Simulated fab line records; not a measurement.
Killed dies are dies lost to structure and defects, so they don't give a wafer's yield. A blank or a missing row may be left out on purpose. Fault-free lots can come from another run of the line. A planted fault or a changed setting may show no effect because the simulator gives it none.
fab line records	flow nand_harc
record: lots: 13	wafers: 39	last_day: 25
route steps=1159 shown P_ZERO_WELL@67 P_STI@80
lots untouched by any fault: they come from a run of this same line in which no faults occurred
start_h: hours from the record's opening day to when the first of the lot's shown wafers began	wait_h: hours from the lot's prior step to this one	" as in the row above	L1.1+2: several wafers, shown together as one row	- value missing, or start not given	* or withheld: withheld	< > ~ a bound
route shown NAME@n: NAME is a module with steps in the file, n the number in the route of the first one	usual: mean/standard deviation taken from wafers without a fault	same: alike in all rows	chamber/n: place in a boat	sites: the reading at each site	_std_site: the standard deviation of these	_edge_site: the outer-site mean with the inner-site mean subtracted	radius_mm: for every site, how far away it sits from the centre of the wafer	mask NAME#n: copy n	behind: tool/chamber where the wafer was last shaped	hold: why the lot went on hold/how many hours it stayed there/how the hold came to an end	device: which transistor (n, p or np) failed to switch	end of line: tests run on the same wafers once the route is complete	where a step has no rows: the recipe by itself	killed: dies lost to structure and defects at the first sort, not the wafer's yield	map: shows each die of a wafer: x if killed, . if not, _ if none is there
set.NAME: the setting as run; set.NAME@STEP: as run at that earlier step	model.NAME: the simulator's own value behind a step, which no gauge read
a sample of lots followed through the steps of the route, with each step as a table and each wafer as a row
services: when a tool's chamber went out of use (start_h, in hours from the record's first day, below 0 if earlier), for how many hours, and the reason
== steps ==
step: NHARC_P_ZERO_WELL_RTA_42
recipe: temp_c: 1100	time_s: 300
usual: lamp_power_pct: 34/3.2	lamp_zone_4_pct: 34/3.2	wafer_temp_C_max: 1106.2/2
lot.wafer	tool	chamber	start_h	wait_h	lamp_power_pct	lamp_zone_4_pct	wafer_temp_C_max
L908.1	rtp_anneal-01	0	19.35	-	37	37	1105.3
L908.5	"	0	"	"	37	37	1107.3
L908.6	"	0	"	"	37	37	1107.3
L909.2	rtp_anneal-02	0	25.01	-	31	31	1103.2
L909.3	"	0	"	"	31	31	1103.4
L909.4	"	0	"	"	31	31	1105.0
L911.3	rtp_anneal-01	0	37.13	-	37	37	1108.8
L911.4	"	0	"	"	37	37	1106.5
L911.6	"	0	"	"	37	37	1107.9
L912.2	rtp_anneal-01	0	43.12	-	37	37	1107.2
L912.5	"	0	"	"	37	37	1107.9
L912.6	"	0	"	"	37	37	1106.9
L913.4	rtp_anneal-02	0	49.24	-	31	31	1104.6
L913.5	"	0	"	"	31	31	1103.9
L913.6	"	0	"	"	31	31	1104.6
L914.2	rtp_anneal-01	0	55.03	-	37	37	1106.3
L914.5	"	0	"	"	37	37	1106.5
L914.6	"	0	"	"	37	37	1105.4
L915.1	rtp_anneal-02	0	60.87	-	31	31	1104.8
L915.3	"	0	"	"	31	31	1104.0
L915.4	"	0	"	"	31	31	1106.8
L918.4	rtp_anneal-01	0	79.31	-	37	37	1105.9
L918.5	"	0	"	"	37	37	1107.1
L918.6	"	0	"	"	37	37	1109.9
L919.2	rtp_anneal-02	0	85.15	-	31	31	1105.2
L919.3	"	0	"	"	31	31	1104.5
L919.5	"	0	"	"	31	31	1105.0
L920.1	rtp_anneal-02	0	90.84	-	31	31	1104.5
L920.2	"	0	"	"	31	31	1104.1
L920.3	"	0	"	"	31	31	1102.6
L921.1	rtp_anneal-01	0	96.99	-	37	37	1106.2
L921.4	"	0	"	"	37	37	1108.6
L921.5	"	0	"	"	37	37	1109.8
L930.1	rtp_anneal-02	0	151.50	-	31	31	1103.8
L930.2	"	0	"	"	31	31	1104.3
L930.5	"	0	"	"	31	31	1103.8
L931.2	rtp_anneal-02	0	157.10	-	31	31	1105.8
L931.3	"	0	"	"	31	31	1104.9
L931.5	"	0	"	"	31	31	1104.9
step: NHARC_P_STI_EXPOSE_06
recipe: na: 0.55	target_cd_nm: 200	dose_mj: 37.69	mask_id: P_STI
usual: focus_offset_nm: 0.1/0.47	stage_vel_mm_s: 499.94/0.24
lot.wafer	tool	chamber	start_h	wait_h	mask	focus_offset_nm	stage_vel_mm_s
L908.1	krf_scanner-02	0	35.32	-	P_STI#0	0.5	500.27
L908.5	"	0	"	"	P_STI#0	-0.1	500.00
L908.6	"	0	"	"	P_STI#0	-0.1	500.44
L909.2	krf_scanner-04	0	40.68	-	P_STI#0	-0.3	500.27
L909.3	"	0	"	"	P_STI#0	-0.2	500.22
L909.4	"	0	"	"	P_STI#0	0.0	500.09
L911.3	krf_scanner-04	0	54.02	-	P_STI#0	-0.3	499.80
L911.4	"	0	"	"	P_STI#0	-0.2	500.02
L911.6	"	0	"	"	P_STI#0	0.1	499.68
L912.2	krf_scanner-02	0	62.63	-	P_STI#0	0.1	500.06
L912.5	"	0	"	"	P_STI#0	0.1	499.78
L912.6	"	0	"	"	P_STI#0	0.2	499.78
L913.4	krf_scanner-03	0	65.97	-	P_STI#0	0.4	499.66
L913.5	"	0	"	"	P_STI#0	-0.2	500.11
L913.6	"	0	"	"	P_STI#0	0.1	500.11
L914.2	krf_scanner-03	0	73.43	-	P_STI#0	0.3	499.89
L914.5	"	0	"	"	P_STI#0	0.8	499.90
L914.6	"	0	"	"	P_STI#0	0.0	499.98
L915.1	krf_scanner-02	0	73.58	-	P_STI#0	-0.1	499.99
L915.3	"	0	"	"	P_STI#0	0.0	499.98
L915.4	"	0	"	"	P_STI#0	0.6	500.17
L918.4	krf_scanner-04	0	95.00	-	P_STI#0	0.9	499.82
L918.5	"	0	"	"	P_STI#0	0.3	500.12
L918.6	"	0	"	"	P_STI#0	0.1	499.66
L919.2	krf_scanner-03	0	101.05	-	P_STI#0	-0.1	499.66
L919.3	"	0	"	"	P_STI#0	-0.6	499.62
L919.5	"	0	"	"	P_STI#0	-0.2	499.85
L920.1	krf_scanner-02	0	106.70	-	P_STI_R1#0	-1.4	500.01
L920.2	"	0	"	"	P_STI_R1#0	0.2	500.01
L920.3	"	0	"	"	P_STI_R1#0	-0.1	499.66
L921.1	krf_scanner-02	0	117.24	-	P_STI#0	0.4	499.80
L921.4	"	0	"	"	P_STI#0	-0.2	500.21
L921.5	"	0	"	"	P_STI#0	0.3	499.72
L930.1	krf_scanner-03	0	167.33	-	P_STI#0	0.4	500.19
L930.2	"	0	"	"	P_STI#0	-0.1	499.90
L930.5	"	0	"	"	P_STI#0	-0.3	500.14
L931.2	krf_scanner-04	0	175.48	-	P_STI#0	0.2	500.50
L931.3	"	0	"	"	P_STI#0	-0.2	500.29
L931.5	"	0	"	"	P_STI#0	0.2	500.21
step: NHARC_P_STI_CD_MEAS_09
recipe: target_cd_nm: 200	landing_energy_ev: 500
usual: cd_nm: 199.8/2.9
lot.wafer	tool	chamber	start_h	wait_h	cd_nm
L908.1	cd_sem-02	0	35.47	-	198.7
L908.5	"	0	"	"	198.1
L908.6	"	0	"	"	197.0
L909.2	cd_sem-02	0	40.83	-	202.3
L909.3	"	0	"	"	203.2
L909.4	"	0	"	"	203.0
L911.3	cd_sem-03	0	54.17	-	195.5
L911.4	"	0	"	"	201.3
L911.6	"	0	"	"	197.1
L912.2	cd_sem-02	0	62.79	-	201.4
L912.5	"	0	"	"	194.5
L912.6	"	0	"	"	199.6
L913.4	cd_sem-01	0	66.11	-	203.7
L913.5	"	0	"	"	200.0
L913.6	"	0	"	"	200.3
L914.2	cd_sem-01	0	73.57	-	204.5
L914.5	"	0	"	"	198.4
L914.6	"	0	"	"	201.3
L915.1	cd_sem-03	0	73.73	-	197.6
L915.3	"	0	"	"	197.5
L915.4	"	0	"	"	198.4
L918.4	cd_sem-02	0	95.15	-	204.3
L918.5	"	0	"	"	202.0
L918.6	"	0	"	"	199.2
L919.2	cd_sem-01	0	101.20	-	199.7
L919.3	"	0	"	"	197.0
L919.5	"	0	"	"	198.9
L920.1	cd_sem-03	0	106.85	-	229.7
L920.2	"	0	"	"	230.5
L920.3	"	0	"	"	236.2
L921.1	cd_sem-03	0	117.39	-	197.4
L921.4	"	0	"	"	200.7
L921.5	"	0	"	"	196.6
L930.1	cd_sem-03	0	167.48	-	196.5
L930.2	"	0	"	"	195.0
L930.5	"	0	"	"	196.9
L931.2	cd_sem-03	0	175.63	-	202.8
L931.3	"	0	"	"	203.6
L931.5	"	0	"	"	202.7
step: NHARC_P_STI_ETCH_31
recipe: target_depth_a: 1089	time_s: 54.5	cf4_flow_sccm: 100	chf3_flow_sccm: 30	ar_flow_sccm: 0	rf_w: 500	bias_w: 200	chemistry: CF4/CHF3
usual: drypump_motor_current_A: 5.74/0.29	oes_product_au: 0.967/0.017	rf_vpp_V: 371.6/2.1	showerhead_plenum_p_Torr: 1.60/0.057	throttle_valve_pct: 16.802/0.0096
lot.wafer	tool	chamber	start_h	wait_h	drypump_motor_current_A	oes_product_au	rf_hours_counter_h	rf_vpp_V	showerhead_plenum_p_Torr	throttle_valve_pct
L908.1	rie_diel-01	0	-	-	5.41	0.948	1.5	369.9	1.54	16.805
L908.6	"	1	"	"	6.05	0.993	-	372.8	1.59	16.807
L908.5	"	2	"	"	5.36	0.968	-	374.2	1.68	16.803
L909.3	rie_diel-08	0	-	-	6.06	0.944	4.4	370.5	1.55	16.803
L909.4	"	2	"	"	5.76	0.966	4.6	374.4	1.69	16.813
L909.2	"	3	"	"	5.42	0.955	4.6	369.0	1.50	16.804
L911.3	rie_diel-13	0	-	-	5.70	0.936	3.8	371.5	1.59	16.811
L911.4	"	1	"	"	6.19	0.924	3.6	372.5	1.63	16.798
L911.6	"	3	"	"	5.61	0.949	-	374.6	1.68	16.803
L912.2	rie_diel-08	0	-	-	6.06	0.966	5.1	369.7	1.55	16.790
L912.5	"	0	"	"	6.04	0.967	-	370.3	1.55	16.787
L912.6	"	1	"	"	5.59	0.955	-	369.3	1.53	16.805
L913.4	rie_diel-13	3	-	-	5.63	1.006	4.4	373.6	1.68	16.804
L913.5	"	0	"	"	5.68	0.968	-	370.9	1.59	16.812
L913.6	"	1	"	"	6.18	0.967	-	372.4	1.63	16.822
L914.2	rie_diel-01	0	-	-	5.43	0.974	2.6	368.9	1.54	16.785
L914.6	"	2	"	"	5.35	0.953	-	374.0	1.68	16.815
L914.5	"	3	"	"	6.15	0.959	-	370.1	1.56	16.785
L915.4	rie_diel-08	3	-	-	5.40	0.963	6.2	368.9	1.50	16.801
L915.3	"	0	"	"	6.06	0.981	5.9	369.6	1.55	16.809
L915.1	"	1	"	"	5.57	0.972	6.0	367.9	1.53	16.791
L918.4	rie_diel-13	2	-	-	5.52	0.992	5.3	371.5	1.61	16.813
L918.6	"	0	"	"	5.67	0.982	-	371.5	1.59	16.789
L918.5	"	1	"	"	6.20	0.978	-	371.7	1.63	16.798
L919.3	rie_diel-08	3	-	-	5.39	0.980	8.1	368.4	1.50	16.826
L919.2	"	1	"	"	5.60	0.966	7.8	368.2	1.53	16.801
L919.5	"	0	"	"	6.07	0.985	-	368.7	1.55	16.805
L920.3	rie_diel-08	3	-	-	5.42	0.947	8.3	368.2	1.50	16.795
L920.1	"	1	"	"	5.55	0.952	8.0	369.7	1.53	16.803
L920.2	"	2	"	"	5.77	0.940	8.6	373.7	1.69	16.809
L921.1	rie_diel-01	1	-	-	6.04	0.919	3.8	371.7	1.59	16.823
L921.5	"	1	"	"	6.05	0.931	-	371.2	1.59	16.808
L921.4	"	3	"	"	6.17	0.930	-	370.8	1.56	16.792
L930.1	rie_diel-13	2	-	-	5.50	0.988	2.2	373.0	1.61	16.795
L930.2	"	1	"	"	6.16	0.994	2.3	371.8	1.63	16.808
L930.5	"	3	"	"	5.63	0.979	-	373.9	1.68	16.792
L931.2	rie_diel-01	0	-	-	5.40	0.936	0.7	369.4	1.54	16.811
L931.3	"	2	"	"	5.38	0.961	0.7	373.0	1.68	16.803
L931.5	"	1	"	"	6.05	0.976	-	371.7	1.59	16.810
step: NHARC_P_STI_ETCH_15
recipe: target_depth_a: 3000	taper_deg: 4	time_s: 100.1	hbr_flow_sccm: 150	cl2_flow_sccm: 50	rf_w: 400	icp_w: 400	bias_w: 100	chemistry: HBr/Cl2
usual: drypump_motor_current_A: 5.8/0.41	hbr_flow_sccm: 150.0/0.43	oes_product_au: 0.996/0.016	throttle_valve_pct: 26.405/0.0099
lot.wafer	tool	chamber	start_h	wait_h	drypump_motor_current_A	hbr_flow_sccm	oes_product_au	rf_hours_counter_h	throttle_valve_pct
L908.1	rie_si-03	1	36.04	-	6.2	150.5	1.005	0.4	26.401
L908.5	"	3	"	"	5.4	149.5	0.986	-	26.408
L908.6	"	0	"	"	5.4	150.5	0.970	-	26.392
L909.2	rie_si-03	0	41.38	-	5.4	149.8	0.983	0.5	26.388
L909.3	"	2	"	"	5.3	149.9	0.991	0.5	26.411
L909.4	"	3	"	"	5.4	149.7	1.006	0.5	26.413
L911.4	rie_si-03	0	54.71	-	5.4	149.6	0.980	0.7	26.415
L911.3	"	1	"	"	6.2	149.4	1.018	0.7	26.392
L911.6	"	0	"	"	5.4	150.0	0.973	-	26.403
L912.2	rie_si-03	3	63.34	-	5.5	150.1	0.990	0.7	26.407
L912.5	"	2	"	"	5.3	150.4	0.981	-	26.421
L912.6	"	3	"	"	5.5	149.6	0.996	-	26.393
L913.4	rie_si-03	2	66.67	-	5.3	149.0	1.003	0.7	26.400
L913.5	"	0	"	"	5.4	150.3	0.961	-	26.414
L913.6	"	1	"	"	6.2	150.2	1.010	-	26.397
L914.2	rie_si-05	0	74.14	-	6.0	149.9	1.009	0.0	26.402
L914.6	"	2	"	"	6.7	150.5	1.013	-	26.408
L914.5	"	3	"	"	5.2	150.8	1.003	-	26.406
L915.1	rie_si-02	2	74.28	-	5.9	150.5	1.011	0.3	26.408
L915.4	"	3	"	"	5.6	150.1	0.992	0.3	26.396
L915.3	"	0	"	"	6.1	150.7	1.011	0.3	26.392
L918.4	rie_si-03	0	95.67	-	5.4	150.2	0.972	1.0	26.412
L918.6	"	0	"	"	5.4	150.3	0.973	-	26.405
L918.5	"	1	"	"	6.2	150.6	1.012	-	26.400
L919.3	rie_si-02	1	101.75	-	5.7	149.9	0.983	0.5	26.405
L919.2	"	3	"	"	5.6	150.2	0.982	0.4	26.395
L919.5	"	0	"	"	6.1	149.7	0.998	-	26.397
L920.1	rie_si-02	1	107.38	-	5.7	150.0	0.986	0.6	26.410
L920.2	"	2	"	"	5.9	150.8	1.011	0.6	26.396
L920.3	"	0	"	"	6.1	149.9	1.007	0.5	26.430
L921.4	rie_si-02	2	118.00	-	5.9	150.2	1.014	0.7	26.396
L921.1	"	3	"	"	5.6	149.7	0.978	0.6	26.406
L921.5	"	2	"	"	5.9	150.6	1.011	-	26.397
L930.1	rie_si-03	3	168.03	-	5.5	150.3	0.979	0.1	26.411
L930.2	"	1	"	"	6.2	150.7	0.985	0.1	26.397
L930.5	"	3	"	"	5.5	150.9	0.992	-	26.411
L931.3	rie_si-02	2	176.20	-	5.9	150.8	1.023	1.0	26.412
L931.2	"	3	"	"	5.6	150.0	0.992	0.9	26.407
L931.5	"	0	"	"	6.2	149.0	1.012	-	26.416
step: NHARC_P_STI_OCD_MEAS_17
usual: trench_depth_nm: 299/7.3	trench_foot_cd_nm: 157.9/2.9
lot.wafer	tool	chamber	start_h	wait_h	trench_depth_nm	trench_foot_cd_nm
L908.1	ocd-02	-	36.26	0.1	301	156.3
L908.5	"	-	"	"	297	156.6
L908.6	"	-	"	"	286	157.5
L909.2	ocd-02	-	41.63	0.1	289	162.1
L909.3	"	-	"	"	295	161.9
L909.4	"	-	"	"	299	160.6
L911.3	ocd-01	-	54.95	0.1	308	151.9
L911.4	"	-	"	"	289	160.7
L911.6	"	-	"	"	291	156.6
L912.2	ocd-01	-	63.57	0.1	293	159.8
L912.5	"	-	"	"	295	153.1
L912.6	"	-	"	"	293	158.5
L913.4	ocd-02	-	66.89	0.1	298	161.7
L913.5	"	-	"	"	285	160.8
L913.6	"	-	"	"	306	157.7
L914.2	ocd-02	-	74.36	0.1	304	161.9
L914.5	"	-	"	"	301	156.1
L914.6	"	-	"	"	306	158.2
L915.1	ocd-01	-	74.52	0.1	307	155.0
L915.3	"	-	"	"	306	155.5
L915.4	"	-	"	"	297	157.4
L918.4	ocd-02	-	95.93	0.1	285	164.6
L918.5	"	-	"	"	301	160.5
L918.6	"	-	"	"	286	158.8
L919.2	ocd-01	-	102.00	0.1	292	159.1
L919.3	"	-	"	"	296	156.0
L919.5	"	-	"	"	302	156.7
L920.1	ocd-01	-	107.63	0.1	292	188.5
L920.2	"	-	"	"	307	188.2
L920.3	"	-	"	"	301	193.7
L921.1	ocd-02	-	118.23	0.1	293	156.2
L921.4	"	-	"	"	308	157.4
L921.5	"	-	"	"	307	153.9
L930.1	ocd-01	-	168.27	0.1	293	155.4
L930.2	"	-	"	"	297	153.1
L930.5	"	-	"	"	293	155.4
L931.2	ocd-02	-	176.43	0.1	300	161.1
L931.3	"	-	"	"	314	159.3
L931.5	"	-	"	"	305	159.5
== services ==
tool	chamber	start_h	hours	kind
rie_si-02	-	-3.96	1.9	repair
krf_scanner-03	-	-0.13	4.0	pm
rie_diel-13	3	8.08	7.3	repair
rie_diel-01	2	8.53	4.5	repair
krf_scanner-02	-	8.70	0.6	repair
rie_diel-13	2	17.61	2.8	repair
rie_si-05	-	20.48	24.7	repair
rie_si-02	-	34.00	9.0	pm
krf_scanner-02	-	38.00	4.0	pm
rie_si-05	-	62.00	9.0	pm
rie_diel-13	-	99.00	9.0	pm
rie_diel-01	1	99.33	2.6	repair
krf_scanner-03	-	101.11	0.6	repair
rie_diel-01	3	113.34	2.7	repair
rie_diel-01	0	113.89	10.6	repair
rie_si-05	1	115.30	4.3	repair
rie_diel-08	-	124.82	9.0	pm
krf_scanner-04	-	126.00	4.0	pm
rie_diel-01	-	137.80	9.0	pm
krf_scanner-02	-	141.99	0.5	repair
rie_si-03	-	155.00	9.0	pm
krf_scanner-03	-	171.87	4.0	pm
rie_diel-08	3	174.32	3.6	repair
rie_diel-08	1	175.28	5.2	repair
== key ==
first_sign: step: NHARC_P_STI_EXPOSE_06	reading: mask	direction: changed
effect: step: NHARC_P_STI_CD_MEAS_09	reading: cd_nm	direction: up	sigmas: 11	usual: 199.8	struck: 232.1
effect: step: NHARC_P_STI_OCD_MEAS_17	reading: trench_foot_cd_nm	direction: up	sigmas: 11	usual: 157.9	struck: 190.1
met_at NHARC_P_STI_EXPOSE_06
struck_lots L920
sort_left_out L920.1,L920.2,L920.3
tester_left_out L920
not_acting_at NHARC_P_ZERO_WELL_RTA_42,NHARC_P_STI_ETCH_31,NHARC_P_STI_ETCH_15
onset_between 73.58 106.70
fault: kind: wrong_mask	tool: any	chamber: -	onset_h: 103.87	steps: NHARC_P_STI_EXPOSE_06	aux_copy: P_STI_R1#0	cd_offset_nm: 31.323	scope: struck_lots_only
tester_left_out: of these lots the tester's yield and bins aren't shown, on N5 and GAA mostly nor the transistor test; their killed dies are dies lost to structure and defects alone, not to doping, threshold or leakage, so they don't give the yield
sort_left_out: the simulated sort isn't trusted on such a fault, so these wafers' sort isn't shown, and their yield isn't known
